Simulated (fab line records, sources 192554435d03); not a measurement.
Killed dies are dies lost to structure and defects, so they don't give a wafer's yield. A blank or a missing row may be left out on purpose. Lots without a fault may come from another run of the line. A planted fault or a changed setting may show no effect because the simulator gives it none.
Which tool did it? | flow n5_finfet | 24 lots, 72 wafers sampled, at 6 steps of a route of 1938

WHAT THE GAUGES READ, wafer by wafer
N5_SPACER0_INSPECT_04: inspects for defects (darkfield).
lot  | measured    | on                | raw_defect_count
L074 | day 3 01:01 | defect_inspect-02 | 181 127 204
L075 | day 3 07:22 | defect_inspect-02 | 124 110 103
L076 | day 3 12:18 | defect_inspect-02 | 114 87 128
L077 | day 3 17:21 | defect_inspect-02 | 117 155 140
L078 | day 4 04:11 | defect_inspect-02 | 130 105 70
L079 | day 4 10:24 | defect_inspect-02 | 131 144 136
L080 | day 4 13:26 | defect_inspect-02 | 224 148 171
L081 | day 4 20:43 | defect_inspect-01 | 101 123 111
L082 | day 5 04:37 | defect_inspect-02 | 97 167 138
L083 | day 5 07:41 | defect_inspect-02 | 121 105 89
L084 | day 5 16:34 | defect_inspect-02 | 144 198 245
L085 | day 5 20:17 | defect_inspect-02 | 126 136 109
L086 | day 6 03:14 | defect_inspect-01 | 120 160 120
L087 | day 6 06:58 | defect_inspect-02 | 74 91 76
L088 | day 6 13:43 | defect_inspect-01 | 113 175 188
L089 | day 6 19:20 | defect_inspect-01 | 77 129 129
L090 | day 7 01:13 | defect_inspect-02 | 175 127 106
L091 | day 7 07:35 | defect_inspect-02 | 168 202 228
L092 | day 7 14:47 | defect_inspect-02 | 161 185 126
L093 | day 7 20:56 | defect_inspect-01 | 121 150 155
L094 | day 8 02:33 | defect_inspect-02 | 179 145 162
L095 | day 8 06:45 | defect_inspect-02 | 171 217 182
L096 | day 8 14:36 | defect_inspect-01 | 166 182 187
L097 | day 8 21:46 | defect_inspect-02 | 125 184 152

N5_SD_EPI_N_OVL_MEAS_10.
lot  | measured    | on         | SD_N_BLK_OVL (nm)
L074 | day 3 01:19 | overlay-02 | 1.5 0.4 1.0
L075 | day 3 07:41 | overlay-01 | -1.4 -0.8 -0.4
L076 | day 3 12:44 | overlay-02 | 0.4 0.4 0.8
L077 | day 3 17:47 | overlay-02 | -0.5 0.5 0.7
L078 | day 4 04:37 | overlay-01 | 0.7 -0.9 0.9
L079 | day 4 10:42 | overlay-02 | -1.0 0.2 0.5
L080 | day 4 13:46 | overlay-01 | 0.3 -0.1 -0.7
L081 | day 4 21:01 | overlay-02 | 0.1 -0.6 0.0
L082 | day 5 04:55 | overlay-02 | -1.7 -1.0 -0.7
L083 | day 5 07:59 | overlay-01 | -0.7 -1.1 -0.9
L084 | day 5 16:59 | overlay-02 | 0.2 -0.5 -0.8
L085 | day 5 20:43 | overlay-02 | -0.4 0.7 -1.5
L086 | day 6 03:40 | overlay-02 | 0.1 1.1 1.6
L087 | day 6 07:25 | overlay-01 | 1.4 1.0 0.6
L088 | day 6 14:08 | overlay-01 | 0.4 0.9 0.4
L089 | day 6 19:46 | overlay-02 | -0.1 1.0 0.9
L090 | day 7 01:31 | overlay-01 | -0.8 -1.3 -1.0
L091 | day 7 07:53 | overlay-01 | -0.8 -1.9 0.9
L092 | day 7 15:13 | overlay-01 | 0.8 1.1 0.5
L093 | day 7 21:22 | overlay-02 | 0.1 1.1 0.8
L094 | day 8 02:51 | overlay-01 | -1.6 -0.6 -0.7
L095 | day 8 07:04 | overlay-02 | 1.3 1.1 0.0
L096 | day 8 14:54 | overlay-01 | -0.1 1.1 0.9
L097 | day 8 22:04 | overlay-02 | 0.8 -0.5 0.3

WHICH TOOL RAN EACH LOT (tool, then ch and the chambers of the sampled wafers, then the start)
lot  | N5_FIN_SAQP_ETCH_57               | N5_FIN_SAQP_SPACER2_ALD_28       | N5_FIN_SAQP_ETCH_34               | N5_FIN_CUT_CUT_ETCH_26
L074 | rie_diel-06 ch 1,2,3, day 2 01:59 | ald_sin-03 ch 1,2,3, day 2 02:58 | rie_diel-04 ch 0,2, day 2 03:41   | rie_diel-02 ch 0,1,3, day 2 05:01
L075 | rie_diel-06 ch 1,2,3, day 2 06:01 | ald_sin-03 ch 0,3, day 2 07:00   | rie_diel-03 ch 1,2,3, day 2 07:38 | rie_diel-02 ch 2,3, day 2 09:06
L076 | rie_diel-06 ch 0,1,2, day 2 12:38 | ald_sin-03 ch 1,3, day 2 13:37   | rie_diel-04 ch 0,1, day 2 14:16   | rie_diel-05 ch 0,1,3, day 2 15:36
L077 | rie_diel-06 ch 0,1,3, day 2 17:24 | ald_sin-01 ch 0,2,3, day 2 18:23 | rie_diel-04 ch 0,2,3, day 2 19:28 | rie_diel-02 ch 1,2,3, day 2 20:47
L078 | rie_diel-03 ch 0,1, day 3 00:38   | ald_sin-03 ch 0,2,3, day 3 01:58 | rie_diel-03 ch 0,3, day 3 02:46   | rie_diel-05 ch 2,3, day 3 04:55
L079 | rie_diel-03 ch 1,3, day 3 07:34   | ald_sin-02 ch 1,3, day 3 09:10   | rie_diel-04 ch 1,2,3, day 3 09:49 | rie_diel-01 ch 0,2,3, day 3 11:22
L080 | rie_diel-04 ch 0,3, day 3 13:20   | ald_sin-02 ch 1,2,3, day 3 14:36 | rie_diel-03 ch 1,2, day 3 15:22   | rie_diel-02 ch 2,3, day 3 16:52
L081 | rie_diel-03 ch 1,2,3, day 3 18:51 | ald_sin-03 ch 0,1,3, day 3 19:58 | rie_diel-06 ch 0,1,2, day 3 20:37 | rie_diel-05 ch 0,1,2, day 3 22:22
L082 | rie_diel-03 ch 1,2, day 4 01:00   | ald_sin-01 ch 0,2,3, day 4 02:06 | rie_diel-06 ch 2,3, day 4 02:44   | rie_diel-05 ch 2,3, day 4 04:07
L083 | rie_diel-03 ch 0,1, day 4 06:27   | ald_sin-02 ch 0,1,3, day 4 07:55 | rie_diel-03 ch 0,1, day 4 08:33   | rie_diel-01 ch 0,2, day 4 10:00
L084 | rie_diel-04 ch 0,1,3, day 4 14:21 | ald_sin-02 ch 1,2, day 4 15:40   | rie_diel-06 ch 0,3, day 4 16:19   | rie_diel-02 ch 0,2,3, day 4 17:40
L085 | rie_diel-04 ch 2,3, day 4 17:59   | ald_sin-01 ch 0,2, day 4 19:50   | rie_diel-06 ch 1,2,3, day 4 20:29 | rie_diel-02 ch 0,2, day 4 21:56
L086 | rie_diel-06 ch 0,1,2, day 5 02:02 | ald_sin-02 ch 0,1,2, day 5 04:48 | rie_diel-06 ch 0,2,3, day 5 05:33 | rie_diel-01 ch 1,2,3, day 5 06:57
L087 | rie_diel-06 ch 0,2,3, day 5 07:28 | ald_sin-01 ch 0,1,2, day 5 08:37 | rie_diel-03 ch 0,2, day 5 09:35   | rie_diel-05 ch 0,1,3, day 5 10:55
L088 | rie_diel-04 ch 0,3, day 5 12:26   | ald_sin-03 ch 0,1,3, day 5 13:34 | rie_diel-06 ch 0,1, day 5 14:13   | rie_diel-02 ch 2,3, day 5 15:59
L089 | rie_diel-04 ch 1,3, day 5 20:00   | ald_sin-02 ch 1,2,3, day 5 21:20 | rie_diel-04 ch 1,2, day 5 22:02   | rie_diel-01 ch 1,2,3, day 5 23:22
L090 | rie_diel-04 ch 0,1,3, day 6 00:23 | ald_sin-03 ch 0,1,2, day 6 01:32 | rie_diel-04 ch 0,2,3, day 6 02:10 | rie_diel-05 ch 0,2,3, day 6 03:29
L091 | rie_diel-03 ch 0,1, day 6 06:04   | ald_sin-01 ch 0,2,3, day 6 07:32 | rie_diel-03 ch 0,2,3, day 6 08:11 | rie_diel-01 ch 1,2, day 6 09:30
L092 | rie_diel-04 ch 0,2,3, day 6 13:03 | ald_sin-01 ch 1,3, day 6 14:09   | rie_diel-06 ch 0,1,2, day 6 15:05 | rie_diel-05 ch 0,2, day 6 16:26
L093 | rie_diel-04 ch 2,3, day 6 19:15   | ald_sin-02 ch 0,2, day 6 20:29   | rie_diel-03 ch 0,1,2, day 6 21:16 | rie_diel-05 ch 0,3, day 6 22:35
L094 | rie_diel-06 ch 0,1,2, day 7 01:19 | ald_sin-01 ch 0,1,3, day 7 02:17 | rie_diel-06 ch 0,1,2, day 7 02:56 | rie_diel-02 ch 0,1,2, day 7 04:23
L095 | rie_diel-06 ch 0,2, day 7 07:34   | ald_sin-03 ch 0,3, day 7 08:41   | rie_diel-04 ch 1,3, day 7 09:20   | rie_diel-01 ch 0,2, day 7 10:40
L096 | rie_diel-03 ch 0,2,3, day 7 12:58 | ald_sin-03 ch 1,2,3, day 7 13:56 | rie_diel-03 ch 1,2,3, day 7 14:35 | rie_diel-01 ch 0,1,3, day 7 16:04
L097 | rie_diel-03 ch 0,1,2, day 7 18:57 | ald_sin-02 ch 2,3, day 7 19:55   | rie_diel-03 ch 1,2, day 7 20:34   | rie_diel-01 ch 0,1,2, day 7 21:53
- N5_FIN_SAQP_ETCH_57: etches SiNx in CH3F/O2, target depth 32.5 nm, time 46.4 s.
- N5_FIN_SAQP_SPACER2_ALD_28: deposits SiO2, target thk 8.1 nm, pulse time 1 s, purge time 2 s.
- N5_FIN_SAQP_ETCH_34: etches SiO2 in C4F6/O2, target depth 45 nm, time 15 s.
- N5_FIN_CUT_CUT_ETCH_26: etches SiNx in CH3F/O2, target depth 39 nm, time 55.7 s.

WHAT THE TOOLS THEMSELVES READ (means of the sampled wafers that have a number; where no wafer has one, the mark that the record gives instead)
N5_FIN_SAQP_ETCH_57.
lot  | tool        | drypump_motor_current_A (A) | etch_rf_on_time_s (s) | oes_product_au (a.u.) | rf_vpp_V (V) | showerhead_plenum_p_Torr (Torr) | throttle_valve_pct (%)
L074 | rie_diel-06 | 5.6                         | 46.6                  | 0.67                  | 295          | 1.95                            | 16.45
L075 | rie_diel-06 | 5.6                         | 46.5                  | 0.67                  | 294          | 1.95                            | 16.46
L076 | rie_diel-06 | 5.1                         | 45.8                  | 0.73                  | 298          | 1.95                            | 16.34
L077 | rie_diel-06 | 5.6                         | 46.0                  | 0.72                  | 298          | 1.96                            | 16.36
L078 | rie_diel-03 | 6.1                         | 47.2                  | 0.59                  | 289          | 1.97                            | 16.67
L079 | rie_diel-03 | 6.6                         | 46.7                  | 0.60                  | 292          | 1.91                            | 16.57
L080 | rie_diel-04 | 5.6                         | 45.9                  | 0.76                  | 294          | 1.96                            | 16.38
L081 | rie_diel-03 | 6.0                         | 46.3                  | 0.59                  | 297          | 1.92                            | 16.48
L082 | rie_diel-03 | 5.4                         | 46.8                  | 0.59                  | 298          | 1.94                            | 16.38
L083 | rie_diel-03 | 5.5                         | 46.0                  | 0.77                  | 292          | 2.01                            | 16.46
L084 | rie_diel-04 | 5.7                         | 45.1                  | 0.74                  | 293          | 1.95                            | 16.24
L085 | rie_diel-04 | 5.7                         | 45.4                  | 0.66                  | 292          | 1.98                            | 16.51
L086 | rie_diel-06 | 5.1                         | 46.1                  | 0.70                  | 297          | 1.94                            | 16.38
L087 | rie_diel-06 | 5.8                         | 47.7                  | 0.65                  | 295          | 1.95                            | 16.49
L088 | rie_diel-04 | 5.6                         | 47.2                  | 0.70                  | 295          | 1.94                            | 16.34
L089 | rie_diel-04 | 6.0                         | 44.1                  | 0.77                  | 293          | 1.96                            | 16.18
L090 | rie_diel-04 | 5.7                         | 44.9                  | 0.73                  | 293          | 1.95                            | 16.26
L091 | rie_diel-03 | 6.1                         | 46.2                  | 0.66                  | 290          | 1.96                            | 16.56
L092 | rie_diel-04 | 5.6                         | 46.1                  | 0.67                  | 293          | 1.96                            | 16.45
L093 | rie_diel-04 | 5.7                         | 45.6                  | 0.65                  | 292          | 1.98                            | 16.56
L094 | rie_diel-06 | 5.1                         | 46.4                  | 0.69                  | 297          | 1.93                            | 16.40
L095 | rie_diel-06 | 5.3                         | 46.5                  | 0.69                  | 297          | 1.94                            | 16.40
L096 | rie_diel-03 | 5.4                         | 46.2                  | 0.78                  | 301          | 2.05                            | 16.11
L097 | rie_diel-03 | 5.5                         | 45.2                  | 0.72                  | 295          | 1.97                            | 16.32

N5_FIN_SAQP_SPACER2_ALD_28.
lot  | tool       | heater_power_w (W) | precursor_pulse_height_rel
L074 | ald_sin-03 | 492                | 1.031
L075 | ald_sin-03 | 442                | 1.018
L076 | ald_sin-03 | 490                | 1.001
L077 | ald_sin-01 | 486                | 1.002
L078 | ald_sin-03 | 467                | 1.020
L079 | ald_sin-02 | 461                | 1.006
L080 | ald_sin-02 | 459                | 1.001
L081 | ald_sin-03 | 467                | 0.996
L082 | ald_sin-01 | 491                | 1.008
L083 | ald_sin-02 | 431                | 1.008
L084 | ald_sin-02 | 465                | 1.033
L085 | ald_sin-01 | 483                | 1.008
L086 | ald_sin-02 | 436                | 1.004
L087 | ald_sin-01 | 459                | 1.025
L088 | ald_sin-03 | 448                | 1.003
L089 | ald_sin-02 | 461                | 0.993
L090 | ald_sin-03 | 486                | 1.016
L091 | ald_sin-01 | 491                | 1.009
L092 | ald_sin-01 | 462                | 0.971
L093 | ald_sin-02 | 414                | 1.007
L094 | ald_sin-01 | 467                | 1.013
L095 | ald_sin-03 | 429                | 1.013
L096 | ald_sin-03 | 491                | 0.993
L097 | ald_sin-02 | 457                | 0.990

N5_FIN_SAQP_ETCH_34.
lot  | tool        | drypump_motor_current_A (A) | etch_rf_on_time_s (s) | oes_product_au (a.u.) | rf_vpp_V (V) | showerhead_plenum_p_Torr (Torr) | throttle_valve_pct (%)
L074 | rie_diel-04 | 5.6                         | 15.1                  | 0.66                  | 657          | 2.78                            | 21.05
L075 | rie_diel-03 | 6.0                         | 15.2                  | 0.60                  | 665          | 2.75                            | 21.14
L076 | rie_diel-04 | 5.7                         | 14.9                  | 0.73                  | 657          | 2.76                            | 20.87
L077 | rie_diel-04 | 5.7                         | 14.9                  | 0.71                  | 656          | 2.81                            | 21.17
L078 | rie_diel-03 | 5.5                         | 15.3                  | 0.58                  | 665          | 2.86                            | 21.52
L079 | rie_diel-04 | 5.9                         | 14.6                  | 0.74                  | 654          | 2.81                            | 21.09
L080 | rie_diel-03 | 5.4                         | 15.1                  | 0.60                  | 668          | 2.76                            | 21.03
L081 | rie_diel-06 | 5.1                         | 14.9                  | 0.72                  | 666          | 2.77                            | 21.14
L082 | rie_diel-06 | 6.3                         | 15.3                  | 0.61                  | 655          | 2.78                            | 21.29
L083 | rie_diel-03 | 6.1                         | 15.0                  | 0.68                  | 648          | 2.80                            | 21.32
L084 | rie_diel-06 | 6.2                         | 15.3                  | 0.65                  | 662          | 2.80                            | 21.24
L085 | rie_diel-06 | 5.6                         | 15.1                  | 0.65                  | 661          | 2.76                            | 21.20
L086 | rie_diel-06 | 5.8                         | 15.2                  | 0.65                  | 661          | 2.77                            | 21.23
L087 | rie_diel-03 | 4.9                         | 14.7                  | 0.82                  | 667          | 2.87                            | 21.01
L088 | rie_diel-06 | 5.1                         | 15.0                  | 0.74                  | 673          | 2.80                            | 21.11
L089 | rie_diel-04 | 6.0                         | 14.9                  | 0.65                  | 650          | 2.81                            | 21.12
L090 | rie_diel-04 | 5.7                         | 14.8                  | 0.67                  | 655          | 2.79                            | 21.21
L091 | rie_diel-03 | 5.4                         | 14.6                  | 0.82                  | 675          | 2.92                            | 20.89
L092 | rie_diel-06 | 5.2                         | 15.2                  | 0.69                  | 666          | 2.76                            | 21.16
L093 | rie_diel-03 | 5.5                         | 15.0                  | 0.72                  | 660          | 2.80                            | 21.05
L094 | rie_diel-06 | 5.1                         | 14.9                  | 0.69                  | 665          | 2.76                            | 21.18
L095 | rie_diel-04 | 6.0                         | 14.7                  | 0.75                  | 653          | 2.78                            | 20.96
L096 | rie_diel-03 | 6.0                         | 14.5                  | 0.73                  | 669          | 2.85                            | 20.94
L097 | rie_diel-03 | 5.4                         | 14.8                  | 0.71                  | 668          | 2.75                            | 20.82

N5_FIN_CUT_CUT_ETCH_26.
lot  | tool        | drypump_motor_current_A (A) | oes_product_au (a.u.) | rf_vpp_V (V) | showerhead_plenum_p_Torr (Torr) | throttle_valve_pct (%)
L074 | rie_diel-02 | 5.9                         | 0.76                  | 296          | 2.01                            | 16.30
L075 | rie_diel-02 | 5.6                         | 0.75                  | 298          | 1.94                            | 16.28
L076 | rie_diel-05 | 5.7                         | 0.80                  | 304          | 2.04                            | 16.47
L077 | rie_diel-02 | 5.6                         | 0.75                  | 298          | 2.00                            | 16.29
L078 | rie_diel-05 | 5.6                         | 0.74                  | 292          | 2.09                            | 16.41
L079 | rie_diel-01 | 5.7                         | 0.77                  | 301          | 1.98                            | 16.45
L080 | rie_diel-02 | 5.2                         | 0.75                  | 299          | 1.96                            | 16.25
L081 | rie_diel-05 | 5.7                         | 0.79                  | 300          | 2.04                            | 16.50
L082 | rie_diel-05 | 5.6                         | 0.74                  | 297          | 2.08                            | 16.43
L083 | rie_diel-01 | 6.0                         | 0.77                  | 305          | 2.04                            | 16.52
L084 | rie_diel-02 | 5.5                         | 0.76                  | 297          | 1.97                            | 16.26
L085 | rie_diel-02 | 5.5                         | 0.77                  | 298          | 2.00                            | 16.19
L086 | rie_diel-01 | 5.8                         | 0.80                  | 301          | 2.01                            | 16.33
L087 | rie_diel-05 | 5.7                         | 0.78                  | 304          | 2.04                            | 16.51
L088 | rie_diel-02 | 5.6                         | 0.72                  | 298          | 1.94                            | 16.33
L089 | rie_diel-01 | 5.8                         | 0.80                  | 301          | 2.01                            | 16.34
L090 | rie_diel-05 | 5.7                         | 0.77                  | 300          | 2.09                            | 16.41
L091 | rie_diel-01 | 6.2                         | 0.80                  | 304          | 2.06                            | 16.40
L092 | rie_diel-05 | 5.7                         | 0.77                  | 296          | 2.09                            | 16.42
L093 | rie_diel-05 | 5.7                         | 0.76                  | 304          | 2.08                            | 16.42
L094 | rie_diel-02 | 5.6                         | 0.74                  | 297          | 2.02                            | 16.29
L095 | rie_diel-01 | 6.0                         | 0.75                  | 305          | 2.03                            | 16.56
L096 | rie_diel-01 | 5.8                         | 0.80                  | 297          | 1.96                            | 16.35
L097 | rie_diel-01 | 6.2                         | 0.81                  | 300          | 2.01                            | 16.41

THE ANSWER, worked out from the rows above alone
Rule: what is usual is taken from the lots themselves. Put in order of their means at a reading, lots are off if they are a third of the lots or fewer, leave a main group of 4 or more, and stand apart from it by a gap of 3 or more times the standard deviation of the main group's means; of several such gaps the widest counts. A main group whose means are all the same, to the digits that the tables above print for the reading, isn't used. A lot without any number at a reading at which 4 lots or more have one is off too. The other lots that the step has rows for count as sound. The gauges are gone through in route order, then the tools' own readings, and for those a lot's mean is taken as printed above. The first step at which some lot is off is used, and at that step the reading that is off furthest; a lot without a number counts as furthest.
No lot is off at any reading shown: from this, nothing can be told.

WHAT THE SIMULATOR HAD PUT IN
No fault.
